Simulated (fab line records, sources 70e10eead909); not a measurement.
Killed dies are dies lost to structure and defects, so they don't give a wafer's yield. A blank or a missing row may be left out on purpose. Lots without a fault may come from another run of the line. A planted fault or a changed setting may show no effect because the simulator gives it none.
Which tool did it? | flow nand_harc | 22 lots, 66 wafers sampled, at 3 steps of a route of 1159

WHAT THE GAUGES READ, wafer by wafer
NHARC_A_SLIT_OVL_MEAS_10.
lot  | measured     | on         | overlay_x_nm (nm) | overlay_y_nm (nm)
L075 | day 14 08:31 | overlay-01 | 1.0 0.5 1.2       | -0.4 -0.3 -0.1
L074 | day 14 09:35 | overlay-02 | -1.1 -1.5 -1.0    | 0.2 -0.3 -0.2
L077 | day 14 13:26 | overlay-01 | -1.3 -1.4 -1.3    | 1.7 1.3 1.7
L076 | day 14 18:37 | overlay-01 | 0.1 0.1 0.3       | -0.3 -0.8 -0.1
L079 | day 14 19:04 | overlay-02 | -1.4 -0.9 -0.9    | -0.7 -0.6 -0.1
L078 | day 14 18:22 | overlay-01 | -0.7 -0.7 -0.6    | -0.8 -0.4 -0.7
L080 | day 16 03:16 | overlay-01 | 0.0 -0.1 -0.1     | -0.7 -1.1 -1.4
L083 | day 16 17:47 | overlay-01 | -1.2 -0.8 -0.9    | 0.1 -0.1 0.2
L081 | day 16 19:41 | overlay-02 | -0.1 -0.2 0.0     | 0.2 0.1 -0.1
L084 | day 16 17:37 | overlay-01 | 0.5 0.9 0.6       | 0.0 0.4 -0.4
L082 | day 16 19:28 | overlay-01 | -1.0 -0.9 -0.7    | -0.7 -1.1 -0.4
L085 | day 17 13:52 | overlay-02 | -1.9 -1.4 -1.8    | -1.3 -1.4 -1.8
L086 | day 17 12:49 | overlay-02 | -0.9 -0.8 -0.8    | -0.1 -0.4 -0.2
L089 | day 17 14:42 | overlay-02 | 2.3 2.1 1.8       | -1.3 -0.6 -1.3
L088 | day 17 23:26 | overlay-01 | -0.1 -0.1 -0.5    | 0.5 0.3 0.2
L090 | day 18 08:16 | overlay-02 | 0.1 -0.4 -0.4     | 0.7 0.1 0.1
L091 | day 18 07:19 | overlay-02 | -0.3 -0.2 -0.5    | 0.6 0.6 0.4
L092 | day 19 06:32 | overlay-02 | 0.3 0.1 0.3       | -0.2 -0.5 -0.6
L094 | day 19 14:20 | overlay-02 | -1.2 -1.2 -1.0    | -0.8 -1.0 -0.9
L093 | day 19 15:29 | overlay-01 | 1.7 1.2 1.9       | 0.0 -0.1 -0.4
L096 | day 19 20:36 | overlay-02 | 0.3 -0.4 0.2      | 0.3 -0.8 -0.1
L097 | day 20 13:47 | overlay-02 | -1.3 -1.5 -1.6    | -0.6 -0.2 -0.6

WHICH TOOL RAN EACH LOT (tool, then ch and the chambers of the sampled wafers, then the start)
lot  | NHARC_A_SGD_CUT_ETCH_59                       | NHARC_A_SLIT_DEP_23
L075 | rie_diel-09 ch 0,1, day 14 07:56 or earlier   | pecvd-04 ch 1,2, day 14 07:56
L074 | rie_diel-04 ch 0,2, day 14 08:58 or earlier   | pecvd-03 ch 0,1,2, day 14 08:58
L077 | rie_diel-04 ch 1,2,3, day 14 12:48 or earlier | pecvd-04 ch 0,2, day 14 12:48
L076 | rie_diel-06 ch 0,2,3, day 14 17:51 or earlier | pecvd-04 ch 1,2, day 14 17:51
L079 | rie_diel-04 ch 0,1, day 14 18:19 or earlier   | pecvd-04 ch 0,1,2, day 14 18:19
L078 | rie_diel-09 ch 0,1,2, day 14 17:39 or earlier | pecvd-03 ch 0,2, day 14 17:39
L080 | rie_diel-06 ch 0,1,2, day 16 02:33 or earlier | pecvd-03 ch 1,2, day 16 02:33
L083 | rie_diel-06 ch 0,2,3, day 16 17:03 or earlier | pecvd-03 ch 0,1,2, day 16 17:03
L081 | rie_diel-04 ch 1,2,3, day 16 18:55 or earlier | pecvd-03 ch 0,1, day 16 18:55
L084 | rie_diel-09 ch 0,2,3, day 16 16:55 or earlier | pecvd-03 ch 1,2, day 16 16:55
L082 | rie_diel-06 ch 1,3, day 16 18:47 or earlier   | pecvd-02 ch 0,1, day 16 18:47
L085 | rie_diel-09 ch 1,2,3, day 17 13:06 or earlier | pecvd-04 ch 1,2, day 17 13:06
L086 | rie_diel-04 ch 0,2, day 17 12:00 or earlier   | pecvd-03 ch 0,1, day 17 12:00
L089 | rie_diel-06 ch 0,2, day 17 13:58 or earlier   | pecvd-04 ch 0,1, day 17 13:58
L088 | rie_diel-04 ch 0,1,2, day 17 22:40 or earlier | pecvd-04 ch 0,2, day 17 22:40
L090 | rie_diel-04 ch 1,2, day 18 07:35 or earlier   | pecvd-03 ch 0,2, day 18 07:35
L091 | rie_diel-04 ch 0,2,3, day 18 06:34 or earlier | pecvd-04 ch 0,1,2, day 18 06:34
L092 | rie_diel-04 ch 0,2,3, day 19 05:50 or earlier | pecvd-02 ch 0,1,2, day 19 05:50
L094 | rie_diel-06 ch 0,1,2, day 19 13:39 or earlier | pecvd-04 ch 0,1,2, day 19 13:39
L093 | rie_diel-04 ch 0,2, day 19 14:41 or earlier   | pecvd-03 ch 0,1,2, day 19 14:41
L096 | rie_diel-04 ch 0,1,2, day 19 19:43 or earlier | pecvd-03 ch 1,2, day 19 19:43
L097 | rie_diel-06 ch 0,1,3, day 20 13:08 or earlier | pecvd-04 ch 0,1, day 20 13:08
- NHARC_A_SGD_CUT_ETCH_59: etches the open film in N2/H2, target depth 260 nm, time 406.25 s.
- NHARC_A_SLIT_DEP_23: deposits SiON, target thk 100 nm.

WHAT THE TOOLS THEMSELVES READ (means of the sampled wafers that have a number; where no wafer has one, the mark that the record gives instead)
NHARC_A_SGD_CUT_ETCH_59.
lot  | tool        | drypump_motor_current_A (A) | oes_product_au (a.u.) | rf_fwd_power_W (W) | rf_vpp_V (V) | showerhead_plenum_p_Torr (Torr) | throttle_valve_pct (%)
L075 | rie_diel-09 | 6.0                         | 0.997                 | 399.7              | 433          | 2.10                            | 14.175
L074 | rie_diel-04 | 5.8                         | 1.003                 | 397.8              | 431          | 2.07                            | 14.171
L077 | rie_diel-04 | 5.8                         | 1.004                 | 397.8              | 430          | 2.02                            | 14.159
L076 | rie_diel-06 | 5.6                         | 0.998                 | 399.6              | 429          | 1.99                            | 14.175
L079 | rie_diel-04 | 5.9                         | 1.007                 | 399.6              | 428          | 1.96                            | 14.173
L078 | rie_diel-09 | 5.8                         | 1.013                 | 399.6              | 432          | 2.09                            | 14.173
L080 | rie_diel-06 | 5.7                         | 1.008                 | 399.8              | 429          | 1.97                            | 14.175
L083 | rie_diel-06 | 5.6                         | 1.000                 | 400.4              | 428          | 1.99                            | 14.171
L081 | rie_diel-04 | 5.8                         | 1.002                 | 399.6              | 430          | 2.02                            | 14.172
L084 | rie_diel-09 | 5.6                         | 1.004                 | 399.9              | 430          | 2.04                            | 14.174
L082 | rie_diel-06 | 5.5                         | 1.000                 | 398.1              | 432          | 2.10                            | 14.170
L085 | rie_diel-09 | 5.9                         | 1.004                 | 399.6              | 430          | 2.01                            | 14.169
L086 | rie_diel-04 | 5.8                         | 0.995                 | 400.7              | 430          | 2.07                            | 14.170
L089 | rie_diel-06 | 5.5                         | 1.001                 | 397.8              | 426          | 1.92                            | 14.166
L088 | rie_diel-04 | 5.8                         | 1.001                 | 399.3              | 431          | 2.05                            | 14.173
L090 | rie_diel-04 | 5.8                         | 0.995                 | 398.5              | 431          | 2.11                            | 14.166
L091 | rie_diel-04 | 5.8                         | 1.004                 | 399.5              | 429          | 2.04                            | 14.176
L092 | rie_diel-04 | 5.8                         | 0.998                 | 399.2              | 430          | 2.04                            | 14.178
L094 | rie_diel-06 | 5.7                         | 0.997                 | 398.6              | 429          | 1.97                            | 14.171
L093 | rie_diel-04 | 5.8                         | 0.993                 | 399.6              | 432          | 2.06                            | 14.166
L096 | rie_diel-04 | 5.9                         | 1.003                 | 398.6              | 431          | 2.04                            | 14.170
L097 | rie_diel-06 | 5.3                         | 0.992                 | 398.6              | 430          | 2.04                            | 14.169

NHARC_A_SLIT_DEP_23.
lot  | tool     | heater_power_w (W) | rf_fwd_power_W (W) | susceptor_temp_C (C)
L075 | pecvd-04 | 801                | 348.9              | 400.02
L074 | pecvd-03 | 786                | 348.1              | 400.10
L077 | pecvd-04 | 756                | 347.3              | 399.95
L076 | pecvd-04 | 773                | 348.3              | 400.10
L079 | pecvd-04 | 774                | 348.3              | 400.04
L078 | pecvd-03 | 773                | 348.5              | 400.25
L080 | pecvd-03 | 743                | 349.2              | 400.09
L083 | pecvd-03 | 701                | 348.2              | 400.10
L081 | pecvd-03 | 787                | 349.7              | 400.05
L084 | pecvd-03 | 623                | 347.7              | 400.17
L082 | pecvd-02 | 661                | 348.5              | 399.85
L085 | pecvd-04 | 819                | 349.1              | 400.04
L086 | pecvd-03 | 760                | 348.7              | 399.91
L089 | pecvd-04 | 705                | 347.5              | 399.99
L088 | pecvd-04 | 798                | 348.1              | 400.10
L090 | pecvd-03 | 702                | 348.6              | 400.11
L091 | pecvd-04 | 785                | 347.5              | 400.01
L092 | pecvd-02 | 685                | 350.0              | 399.54
L094 | pecvd-04 | 750                | 348.2              | 400.12
L093 | pecvd-03 | 713                | 347.6              | 400.07
L096 | pecvd-03 | 724                | 349.4              | 399.94
L097 | pecvd-04 | 810                | 348.5              | 399.78

THE ANSWER, worked out from the rows above alone
Rule: what is usual is taken from the lots themselves. Put in order of their means at a reading, lots are off if they are a third of the lots or fewer, leave a main group of 4 or more, and stand apart from it by a gap of 3 or more times the standard deviation of the main group's means; of several such gaps the widest counts. A main group whose means are all the same, to the digits that the tables above print for the reading, isn't used. A lot without any number at a reading at which 4 lots or more have one is off too. The other lots that the step has rows for count as sound. The gauges are gone through in route order, then the tools' own readings, and for those a lot's mean is taken as printed above. The first step at which some lot is off is used, and at that step the reading that is off furthest; a lot without a number counts as furthest.
No lot is off at any reading shown: from this, nothing can be told.

WHAT THE SIMULATOR HAD PUT IN
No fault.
